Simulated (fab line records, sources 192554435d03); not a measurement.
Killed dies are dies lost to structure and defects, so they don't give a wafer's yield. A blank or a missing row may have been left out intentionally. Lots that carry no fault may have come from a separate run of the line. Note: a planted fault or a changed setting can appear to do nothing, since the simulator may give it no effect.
fab line records -- flow n5-finfet
[record] lots = 6, wafers = 16, last-day = 19
route steps=1938 shown MOL_CONTACT_COAG@574 PASSIVATION@1936
lots with no fault: from the same line, run without faults
start-h: hours from the record's first day to the start of the lot's first wafer shown -- wait-h: hours since the lot's step before -- " unchanged from the row above -- L1.1+2: several wafers, shown together as one row -- - no value present, or no start provided -- * or withheld: withheld -- < > ~ a bound
route shown NAME@n: names a module that has steps shown in the file, with the first one's number in the route -- usual: mean and standard deviation over wafers with no fault -- same: alike in all rows -- chamber/n: place in a boat -- sites: each site's reading -- _std_site: standard deviation across them -- _edge_site: the outer-site mean with the inner-site mean subtracted -- radius-mm: how far each site lies from the wafer's centre -- mask NAME#n: copy n -- behind: tool/chamber where the wafer was last shaped -- hold: reason for holding the lot/hours on hold/outcome of the hold -- device: the transistor (n, p or np) that didn't switch -- end of line: tests run on the same wafers once the route is complete -- step lacking rows: just its recipe -- killed: count of dies lost to structure and defects at first sort (not the wafer's yield) -- map: a wafer's dies, marking killed ones x, the rest . and places with no die _
set.NAME: the setting that was run; set.NAME@STEP: the one run at that earlier step -- model.NAME: the simulator's own value behind a step, which no gauge read
a table for each step, a row for each wafer; lots at some steps of the route
services: the hour from which a tool's chamber was out of use, counted from the record's first day as start-h (under 0 if before that day), plus the number of hours and why
[[steps]]
[step N5_MOL_CONTACT_COAG_OVL_MEAS_85]
[recipe] points-per-wafer = 522
[usual] VG_OVL = 0.1/0.7
lot.wafer,tool,chamber,start-h,wait-h,VG_OVL[nm]
L407.3,overlay-01,0,142.69,11.1,-1.3
L407.4,overlay-01,0,142.69,11.1,0.3
L407.5,overlay-01,0,142.69,11.1,-0.3
L411.2,overlay-01,0,161.67,0.0,0.3
L411.3,overlay-01,0,161.67,0.0,-0.5
L411.4,overlay-01,0,161.67,0.0,0.3
L412.2,overlay-01,0,174.57,0.0,-2.2
L412.6,overlay-01,0,174.57,0.0,0.5
L414.5,overlay-02,0,187.08,0.0,0.2
L414.6,overlay-02,0,187.08,0.0,-0.4
L419.2,overlay-01,0,210.92,0.0,-0.6
L419.5,overlay-01,0,210.92,0.0,-0.5
L419.6,overlay-01,0,210.92,0.0,-0.6
L420.1,overlay-01,0,215.79,0.0,0.2
L420.5,overlay-01,0,215.79,0.0,-0.1
L420.6,overlay-01,0,215.79,0.0,-0.1
[step N5_MOL_CONTACT_COAG_INSPECT_57]
[recipe] mode = adi, inspect-instrument = brightfield
[usual] raw-defect-count = 211/58
lot.wafer,tool,chamber,start-h,wait-h,raw-defect-count
L407.3,defect-inspect-02,-,142.74,0.0,186
L407.4,defect-inspect-02,-,142.74,0.0,175
L407.5,defect-inspect-02,-,142.74,0.0,268
L411.2,defect-inspect-02,-,161.72,0.0,155
L411.3,defect-inspect-02,-,161.72,0.0,202
L411.4,defect-inspect-02,-,161.72,0.0,184
L412.2,defect-inspect-02,-,174.62,0.0,155
L412.6,defect-inspect-02,-,174.62,0.0,141
L414.5,defect-inspect-01,-,187.12,0.0,163
L414.6,defect-inspect-01,-,187.12,0.0,218
L419.2,defect-inspect-01,-,210.97,0.0,225
L419.5,defect-inspect-01,-,210.97,0.0,240
L419.6,defect-inspect-01,-,210.97,0.0,177
L420.1,defect-inspect-01,-,215.85,0.1,211
L420.5,defect-inspect-01,-,215.85,0.1,203
L420.6,defect-inspect-01,-,215.85,0.1,241
[step N5_MOL_CONTACT_COAG_DESCUM_88]
[recipe] chemistry = O2, time-s = 7, source-power-w = 50, bias-power-w = 20, pressure-mtorr = 20, rf-frequency-hz = 2.712e+07, temp-c = 40, resist = CAR-EUV, o2-flow-sccm = 225
[usual] drypump-motor-current-A = 5.8/0.39, oes-product-au = 0.74/0.064, rf-vpp-V = 243.5/1.1, showerhead-plenum-p-Torr = 2.11/0.04, throttle-valve-pct = 20.37/0.12
lot.wafer,tool,chamber,start-h,wait-h,drypump-motor-current-A,oes-product-au,rf-hours-counter-h,rf-vpp-V,showerhead-plenum-p-Torr,throttle-valve-pct
L407.3,rie-diel-05,3,143.05,0.3,5.5,0.75,154,243.8,2.17,20.29
L407.4,rie-diel-05,0,143.05,0.3,6.1,0.76,114,243.6,2.10,20.43
L407.5,rie-diel-05,0,143.05,0.3,6.1,0.76,-,243.5,2.10,20.42
L411.2,rie-diel-05,3,161.88,0.2,5.5,0.75,162,245.8,2.17,20.29
L411.3,rie-diel-05,1,161.88,0.2,6.3,0.89,33,242.7,2.05,20.14
L411.4,rie-diel-05,0,161.88,0.2,6.1,0.76,123,244.8,2.10,20.44
L412.2,rie-diel-05,3,174.98,0.4,5.5,0.74,167,243.3,2.17,20.28
L412.6,rie-diel-05,1,174.98,0.4,6.3,0.88,-,242.3,2.05,20.15
L414.5,rie-diel-05,1,187.17,0.1,6.3,0.86,-,242.1,2.05,20.16
L414.6,rie-diel-05,2,187.17,0.1,5.7,0.73,-,243.8,2.08,20.28
L419.2,rie-diel-02,2,211.00,0.0,4.9,0.73,172,242.7,2.09,20.68
L419.5,rie-diel-02,3,211.00,0.0,5.8,0.70,-,243.5,2.14,20.50
L419.6,rie-diel-02,0,211.00,0.0,6.2,0.85,-,244.6,2.12,20.40
L420.1,rie-diel-05,1,215.88,0.0,6.3,0.84,56,240.7,2.04,20.16
L420.5,rie-diel-05,3,215.88,0.0,5.5,0.74,-,244.2,2.17,20.33
L420.6,rie-diel-05,0,215.88,0.0,6.1,0.74,-,243.4,2.09,20.47
[step N5_MOL_CONTACT_COAG_ETCH_89]
[recipe] chemistry = N2/H2, target = underlayer, target-depth-a = 130, mask-material = CAR-EUV, time-s = 10.4, ion-energy-ev = 200, pressure-mtorr = 30, source-w = 840, bias-w = 150, n2-flow-sccm = 200, h2-flow-sccm = 200, ends = cleared
[step N5_MOL_CONTACT_COAG_ETCH_90]
[recipe] chemistry = CF4, target = SiARC, target-depth-a = 130, mask-material = CAR-EUV, time-s = 21.7, ion-energy-ev = 80, pressure-mtorr = 40, source-w = 545, bias-w = 36, Ar_flow_sccm = 100, cf4-flow-sccm = 100, ends = cleared
[step N5_MOL_CONTACT_COAG_ALD_131]
[recipe] material = SiO2, target-thk-a = 50, temp-c = 100, ald-precursor-family = BDEAS, ald-co-reactant = O2-plasma, pulse-time-s = 1, co-reactant-pulse-time-s = 1, purge-time-s = 2, co-reactant-purge-time-s = 2, ald-cycles = 35, pressure-torr = 2
[usual] chamber-pressure-Torr = 2.000/0.0043, heater-power-w = 72/8, precursor-pulse-height-rel = 1.002/0.017
[same] co-reactant-pulse-time-s = 1
lot.wafer,tool,chamber,start-h,wait-h,chamber-pressure-Torr,heater-power-w,precursor-pulse-height-rel,since-wet-clean-h
L407.3,ald-sin-04,2,143.19,0.1,1.996,70,0.997,44
L407.4,ald-sin-04,1,143.19,0.1,1.998,69,1.008,44
L407.5,ald-sin-04,0,143.19,0.1,2.000,63,0.976,-
L411.2,ald-sin-02,1,162.01,0.1,1.996,89,1.020,259
L411.3,ald-sin-02,0,162.01,0.1,1.993,74,1.013,259
L411.4,ald-sin-02,3,162.01,0.1,2.008,71,1.003,259
L412.2,ald-sin-02,1,175.12,0.1,2.007,89,1.009,272
L412.6,ald-sin-02,0,175.12,0.1,1.998,69,1.000,-
L414.5,ald-sin-01,1,187.52,0.3,2.006,69,1.003,-
L414.6,ald-sin-01,3,187.52,0.3,2.003,77,1.004,-
L419.2,ald-sin-02,0,211.14,0.1,1.995,74,1.001,308
L419.5,ald-sin-02,2,211.14,0.1,2.000,59,1.015,-
L419.6,ald-sin-02,3,211.14,0.1,2.005,70,0.994,-
L420.1,ald-sin-04,1,216.02,0.1,1.996,71,1.014,117
L420.5,ald-sin-04,0,216.02,0.1,1.995,64,0.987,-
L420.6,ald-sin-04,1,216.02,0.1,1.992,69,0.984,-
[step N5_MOL_CONTACT_COAG_ETCHBACK_132]
[recipe] chemistry = CHF3, target = SiO2, target-depth-a = 100, time-s = 6.7, ion-energy-ev = 200, pressure-mtorr = 30, source-w = 610, bias-w = 170, Ar_flow_sccm = 200, CHF3_flow_sccm = 50
[step N5_MOL_CONTACT_COAG_ETCH_91]
[recipe] chemistry = N2/H2, target = SOC, target-depth-a = 600, overetch-a = 210, mask-material = SiARC, temp-c = 40, time-s = 101.2, ion-energy-ev = 200, pressure-mtorr = 30, source-w = 840, bias-w = 150, n2-flow-sccm = 200, h2-flow-sccm = 200
[usual] drypump-motor-current-A = 5.8/0.43, oes-product-au = 0.61/0.044, rf-vpp-V = 524.5/1.5, showerhead-plenum-p-Torr = 2.56/0.05, throttle-valve-pct = 17.83/0.17
lot.wafer,tool,chamber,start-h,wait-h,drypump-motor-current-A,oes-product-au,rf-hours-counter-h,rf-vpp-V,showerhead-plenum-p-Torr,throttle-valve-pct
L407.3,rie-diel-02,1,143.42,0.0,5.7,0.63,158,524.7,2.55,17.90
L407.4,rie-diel-02,0,143.42,0.0,6.2,0.73,44,525.2,2.58,17.66
L407.5,rie-diel-02,2,143.42,0.0,4.9,0.64,-,523.4,2.54,18.10
L411.2,rie-diel-04,3,162.32,0.0,5.3,0.58,208,525.0,2.62,18.00
L411.3,rie-diel-04,2,162.32,0.0,6.2,0.63,176,523.0,2.53,17.79
L411.4,rie-diel-04,0,162.32,0.0,6.0,0.58,-,523.2,2.52,17.77
L412.2,rie-diel-04,3,175.37,0.0,5.3,0.58,215,526.1,2.62,18.02
L412.6,rie-diel-04,1,175.37,0.0,5.3,0.59,-,526.8,2.63,17.80
L414.5,rie-diel-04,3,187.69,0.0,5.4,0.57,-,525.9,2.62,18.02
L414.6,rie-diel-04,0,187.69,0.0,6.0,0.57,-,523.7,2.51,17.78
L419.2,rie-diel-02,1,211.35,0.0,5.7,0.61,187,523.9,2.53,17.95
L419.5,rie-diel-02,3,211.35,0.0,5.8,0.58,-,525.7,2.61,18.06
L419.6,rie-diel-02,0,211.35,0.0,6.2,0.70,-,525.6,2.57,17.71
L420.1,rie-diel-02,0,216.27,0.0,6.2,0.70,72,524.0,2.57,17.69
L420.5,rie-diel-02,0,216.27,0.0,6.2,0.69,-,524.3,2.57,17.69
L420.6,rie-diel-02,3,216.27,0.0,5.8,0.58,-,525.2,2.61,18.06
[step N5_MOL_CONTACT_COAG_STRIP_92]
[recipe] chemistry = N2/H2, temp-c = 40, n2-flow-sccm = 200, h2-flow-sccm = 200, rf-frequency-hz = 6e+07
[step N5_MOL_CONTACT_COAG_STRIP_93]
[recipe] chemistry = N2/H2, temp-c = 40, n2-flow-sccm = 200, h2-flow-sccm = 200, rf-frequency-hz = 6e+07
[step N5_MOL_CONTACT_COAG_ETCHBACK_135]
[recipe] chemistry = CHF3, target = SiO2, target-depth-a = 250, time-s = 16.7, ion-energy-ev = 200, pressure-mtorr = 30, source-w = 610, bias-w = 170, Ar_flow_sccm = 200, CHF3_flow_sccm = 50
[usual] drypump-motor-current-A = 5.8/0.42, oes_f_703_au = 0.73/0.049, oes-product-au = 0.73/0.055, rf-vpp-V = 526/5, showerhead-plenum-p-Torr = 2.40/0.046, throttle-valve-pct = 18.73/0.14
lot.wafer,tool,chamber,start-h,wait-h,drypump-motor-current-A,oes_f_703_au,oes-product-au,rf-hours-counter-h,rf-vpp-V,showerhead-plenum-p-Torr,throttle-valve-pct
L407.3,rie-diel-02,1,143.51,0.0,5.7,0.75,0.75,158,531,2.39,18.86
L407.4,rie-diel-02,0,143.51,0.0,6.3,0.86,0.88,44,530,2.41,18.59
L407.5,rie-diel-02,2,143.51,0.0,4.9,0.75,0.75,-,530,2.38,18.91
L411.2,rie-diel-04,3,162.41,0.0,5.3,0.70,0.68,208,515,2.46,18.89
L411.3,rie-diel-04,2,162.41,0.0,6.3,0.76,0.74,176,526,2.37,18.68
L411.4,rie-diel-04,0,162.41,0.0,6.0,0.69,0.68,-,525,2.35,18.61
L412.2,rie-diel-04,3,175.46,0.0,5.4,0.70,0.68,215,515,2.46,18.92
L412.6,rie-diel-04,1,175.46,0.0,5.4,0.70,0.70,-,529,2.46,18.71
L414.5,rie-diel-04,3,187.76,0.0,5.3,0.69,0.68,-,517,2.46,18.93
L414.6,rie-diel-04,0,187.76,0.0,6.0,0.68,0.67,-,524,2.35,18.61
L419.2,rie-diel-02,1,211.44,0.0,5.6,0.73,0.73,187,532,2.38,18.90
L419.5,rie-diel-02,3,211.44,0.0,5.9,0.70,0.69,-,531,2.44,18.89
L419.6,rie-diel-02,0,211.44,0.0,6.2,0.83,0.83,-,527,2.40,18.61
L420.1,rie-diel-02,0,216.36,0.0,6.2,0.83,0.84,72,529,2.40,18.64
L420.5,rie-diel-02,0,216.36,0.0,6.2,0.83,0.84,-,529,2.40,18.60
L420.6,rie-diel-02,3,216.36,0.0,5.8,0.70,0.69,-,530,2.44,18.88
[step N5_MOL_CONTACT_COAG_STRIP_118]
[recipe] chemistry = CHF3, resist = SiARC, rf-frequency-hz = 6e+07
[step N5_MOL_CONTACT_COAG_VIA_ETCH_46]
[recipe] chemistry = C4F6/O2, target-depth-a = 460, overetch-a = 92, mask-material = SOC, target = SiO2, bias-w = 455, pressure-mtorr = 10, time-s = 40, source-w = 325, Ar_flow_sccm = 300, C4F6_flow_sccm = 10, O2_flow_sccm = 10, ion-energy-ev = 575.3, ends = end-point
[usual] drypump-motor-current-A = 5.8/0.43, oes_f_703_au = 0.73/0.05, oes-product-au = 0.65/0.047, rf-vpp-V = 1592/13, showerhead-plenum-p-Torr = 2.86/0.054, throttle-valve-pct = 40.81/0.25
lot.wafer,tool,chamber,start-h,wait-h,drypump-motor-current-A,oes_f_703_au,oes-product-au,rf-hours-counter-h,rf-vpp-V,showerhead-plenum-p-Torr,throttle-valve-pct,model.SOC_of_MOL_CONTACT_COAG_COAT_75.thk-nm
L407.3,rie-diel-02,1,143.54,0.0,5.7,0.74,0.67,158,1607,2.85,41.23,50.4
L407.4,rie-diel-02,0,143.54,0.0,6.2,0.86,0.78,44,1602,2.88,40.80,50.6
L407.5,rie-diel-02,2,143.54,0.0,4.8,0.75,0.68,-,1605,2.85,41.08,50.6
L411.2,rie-diel-04,3,162.44,0.0,5.3,0.70,0.61,208,1564,2.94,41.12,51.2
L411.3,rie-diel-04,2,162.44,0.0,6.2,0.76,0.66,176,1591,2.82,40.55,50.8
L411.4,rie-diel-04,0,162.44,0.0,6.0,0.69,0.61,-,1587,2.81,40.48,51
L412.2,rie-diel-04,3,175.49,0.0,5.4,0.69,0.60,215,1565,2.93,41.12,50.8
L412.6,rie-diel-04,1,175.49,0.0,5.3,0.69,0.62,-,1604,2.93,40.99,46.8
L414.5,rie-diel-04,3,187.81,0.0,5.3,0.69,0.61,-,1565,2.93,41.14,51
L414.6,rie-diel-04,0,187.81,0.0,6.0,0.68,0.61,-,1587,2.80,40.51,47.2
L419.2,rie-diel-02,1,211.47,0.0,5.6,0.72,0.65,187,1607,2.84,41.22,50.8
L419.5,rie-diel-02,3,211.47,0.0,5.9,0.70,0.63,-,1606,2.91,40.81,51
L419.6,rie-diel-02,0,211.47,0.0,6.2,0.83,0.75,-,1601,2.87,40.81,50.8
L420.1,rie-diel-02,0,216.39,0.0,6.2,0.83,0.74,72,1601,2.87,40.82,50.8
L420.5,rie-diel-02,0,216.39,0.0,6.2,0.83,0.75,-,1602,2.87,40.86,50.6
L420.6,rie-diel-02,3,216.39,0.0,5.8,0.70,0.62,-,1607,2.91,40.82,50.8
[step N5_MOL_CONTACT_COAG_STRIP_96]
[recipe] chemistry = N2/H2, power-w = 500, temp-c = 40, pressure-mtorr = 50, rf-frequency-hz = 6e+07, overash-fraction = 0.3, bias-power-w = 28, h2-frac = 0.5, n2-flow-sccm = 300, h2-flow-sccm = 300
[usual] drypump-motor-current-A = 5.8/0.43, oes-product-au = 0.73/0.056, rf-vpp-V = 122.0/1.2, showerhead-plenum-p-Torr = 3.38/0.063, throttle-valve-pct = 18.93/0.27
lot.wafer,tool,chamber,start-h,wait-h,drypump-motor-current-A,oes-product-au,rf-hours-counter-h,rf-vpp-V,showerhead-plenum-p-Torr,throttle-valve-pct
L407.3,rie-diel-02,1,143.61,0.0,5.7,0.75,158,123.0,3.36,18.93
L407.4,rie-diel-02,0,143.61,0.0,6.2,0.89,44,123.6,3.41,18.74
L407.5,rie-diel-02,2,143.61,0.0,4.9,0.76,-,123.2,3.36,19.38
L411.2,rie-diel-04,3,162.51,0.0,5.4,0.68,208,122.5,3.46,19.24
L411.3,rie-diel-04,2,162.51,0.0,6.3,0.74,176,121.2,3.34,18.80
L411.4,rie-diel-04,0,162.51,0.0,6.0,0.68,-,121.8,3.33,18.94
L412.2,rie-diel-04,3,175.56,0.0,5.3,0.68,215,122.6,3.46,19.23
L412.6,rie-diel-04,1,175.56,0.0,5.3,0.70,-,122.1,3.47,18.81
L414.5,rie-diel-04,3,187.87,0.0,5.4,0.68,-,124.0,3.45,19.27
L414.6,rie-diel-04,0,187.87,0.0,6.0,0.68,-,123.2,3.32,18.95
L419.2,rie-diel-02,1,211.54,0.0,5.7,0.72,187,121.6,3.35,18.96
L419.5,rie-diel-02,3,211.54,0.0,5.8,0.70,-,121.5,3.45,19.25
L419.6,rie-diel-02,0,211.54,0.0,6.2,0.85,-,121.3,3.39,18.78
L420.1,rie-diel-02,0,216.46,0.0,6.2,0.85,72,122.9,3.39,18.76
L420.5,rie-diel-02,0,216.46,0.0,6.2,0.85,-,122.4,3.39,18.77
L420.6,rie-diel-02,3,216.46,0.0,5.9,0.70,-,121.9,3.45,19.28
[step N5_PASSIVATION_PROBE_49]
[usual] killed_at_M0_to_M3 = 37/12, killed_at_M4_up = 15/5.6, killed-at-contacts = 13/6.9, killed-at-front-end = 40/11, killed-at-other = 4/3.2, killed-dies = 109/20, killed-open = 73/15, killed-short = 35/8.3
[same] gross-dies = 1180, killed-at-back-side = 0
lot.wafer,tool,chamber,start-h,wait-h,killed_at_M0_to_M3,killed_at_M4_up,killed-at-contacts,killed-at-front-end,killed-at-other,killed-dies,killed-open,killed-short
L411.2,prober-01,-,380.79,0.1,61,13,8,62,0,144,83,51
L411.3,prober-01,-,380.84,0.1,48,14,7,44,0,113,82,30
L411.4,prober-01,-,380.89,0.2,37,15,11,40,0,103,69,33
L412.2,prober-01,-,398.03,0.1,57,5,22,31,1,116,83,33
L412.6,prober-01,-,398.23,0.3,73,4,9,53,8,147,103,44
L414.5,prober-02,-,403.29,0.2,20,16,4,37,2,79,61,14
L414.6,prober-02,-,403.34,0.3,31,20,17,33,6,107,79,27
L419.2,prober-01,-,431.24,0.1,26,14,15,25,1,81,57,22
L419.5,prober-01,-,431.39,0.2,30,21,11,41,1,104,73,31
L419.6,prober-01,-,431.44,0.3,35,20,13,40,1,109,81,25
// killed by level:class
L411.2 BEOL_M0_SAQP:geometric-particle:short=14 STI_FIN_REVEAL:geometric-particle:open=13 FIN_SAQP:geometric-particle:open=11 FIN_SAQP:geometric-particle:short=11 BEOL_M0_SAQP:geometric-particle:open=10 BEOL_M2:geometric-particle:open=10 MOL_CONTACT_COAG:geometric-particle:open=8 BEOL_M4:geometric-particle:open=8
L411.3 STI_FIN_REVEAL:geometric-particle:open=12 BEOL_M0_SAQP:geometric-particle:open=11 BEOL_M1:geometric-particle:open=8 MOL_CONTACT_COAG:geometric-particle:open=7 BEOL_M2:geometric-particle:open=6 BEOL_M3:geometric-particle:open=6 STARTING-WAFER:geometric-particle:open=6 FIN_SAQP:geometric-particle:open=5
L411.4 FIN_SAQP:geometric-particle:short=11 BEOL_M4:geometric-particle:open=10 BEOL_M0_SAQP:geometric-particle:short=10 MOL_CONTACT_COAG:geometric-particle:open=9 STI_FIN_REVEAL:geometric-particle:open=8 BEOL_M3:geometric-particle:open=8 BEOL_M0_SAQP:geometric-particle:open=6 BEOL_M2:geometric-particle:open=6
L412.2 MOL_CONTACT_COAG:geometric-particle:open=16 BEOL_M3:geometric-particle:open=16 BEOL_M2:geometric-particle:open=14 BEOL_M0_SAQP:geometric-particle:short=8 FIN_SAQP:geometric-particle:open=7 MOL_CONTACT_COAG:geometric-particle:short=6 BEOL_M0:geometric-particle:open=5 BEOL_M2:geometric-particle:short=5
L412.6 BEOL_M2:geometric-particle:open=24 BEOL_M0_SAQP:geometric-particle:open=14 FIN_SAQP:geometric-particle:open=13 STI_FIN_REVEAL:geometric-particle:open=12 BEOL_M0_SAQP:geometric-particle:short=9 BEOL_M2:geometric-particle:short=9 MOL_CONTACT_COAG:geometric-particle:open=8 BEOL_M3:geometric-particle:open=7
L414.5 STI_FIN_REVEAL:geometric-particle:open=17 BEOL_M1:geometric-particle:open=6 BEOL_M8:geometric-particle:open=6 BEOL_M2:geometric-particle:open=5 BEOL_M4:geometric-particle:open=5 DUMMY_GATE:geometric-particle:open=4 MOL_CONTACT_COAG:geometric-particle:open=4 FIN_SAQP:geometric-particle:open=3
L414.6 STI_FIN_REVEAL:geometric-particle:open=17 MOL_CONTACT_COAG:geometric-particle:open=15 BEOL_M2:geometric-particle:open=13 BEOL_M4:geometric-particle:open=11 BEOL_M0_SAQP:geometric-particle:open=6 STI_FIN_REVEAL:geometric-particle:short=5 BEOL_M0_SAQP:geometric-particle:short=5 FIN_SAQP:geometric-particle:open=3
L419.2 MOL_CONTACT_COAG:geometric-particle:open=14 BEOL_M0:geometric-particle:open=7 BEOL_M4:geometric-particle:open=7 STI_FIN_REVEAL:geometric-particle:open=6 GATE_CUT:geometric-particle:short=6 BEOL_M0_SAQP:geometric-particle:open=6 FIN_SAQP:geometric-particle:short=5 BEOL_M3:geometric-particle:open=4
L419.5 FIN_SAQP:geometric-particle:open=9 MOL_CONTACT_COAG:geometric-particle:open=9 STI_FIN_REVEAL:geometric-particle:open=7 BEOL_M2:geometric-particle:open=7 FIN_SAQP:geometric-particle:short=6 BEOL_M4:geometric-particle:open=6 GATE_CUT:geometric-particle:open=5 BEOL_M0_SAQP:geometric-particle:open=5
L419.6 FIN_SAQP:geometric-particle:open=14 MOL_CONTACT_COAG:geometric-particle:open=13 BEOL_M4:geometric-particle:open=9 BEOL_M2:geometric-particle:open=9 BEOL_M1:geometric-particle:open=8 FIN_SAQP:geometric-particle:short=7 BEOL_M0:geometric-particle:open=6 STI_FIN_REVEAL:geometric-particle:open=5
[[services]]
tool,chamber,start-h,hours,kind
ald-sin-01,-,119.33,4.3,pm
ald-sin-04,-,133.53,6.0,pm
rie-diel-04,1,137.43,26.9,repair
rie-diel-04,-,140.31,15.6,pm
ald-sin-01,-,143.33,14.6,pm
rie-diel-02,-,187.57,0.5,repair
[[key]]
first-sign none at tools or gauges
[model-effect] step = N5_MOL_CONTACT_COAG_VIA_ETCH_46, value = SOC_of_MOL_CONTACT_COAG_COAT_75.thk-nm, without = 50.7, struck = 47
met-at N5_MOL_CONTACT_COAG_VIA_ETCH_46
struck-wafers L412.6,L414.6
tester-left-out L412,L414
onset-between 162.44 175.49
[fault] kind = process-parameter-drift, tool = rie-diel-04, chamber = -, onset-h = 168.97, steps = N5_MOL_CONTACT_COAG_VIA_ETCH_46, channel = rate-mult, offset = 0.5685, shape = step, end-h = 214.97, scope = struck-wafers-only
// tester-left-out: of these lots the tester's yield and bins aren't shown, on N5 and GAA mostly nor the transistor test; their killed dies are dies lost to structure and defects alone, not to doping, threshold or leakage, so they don't give the yield
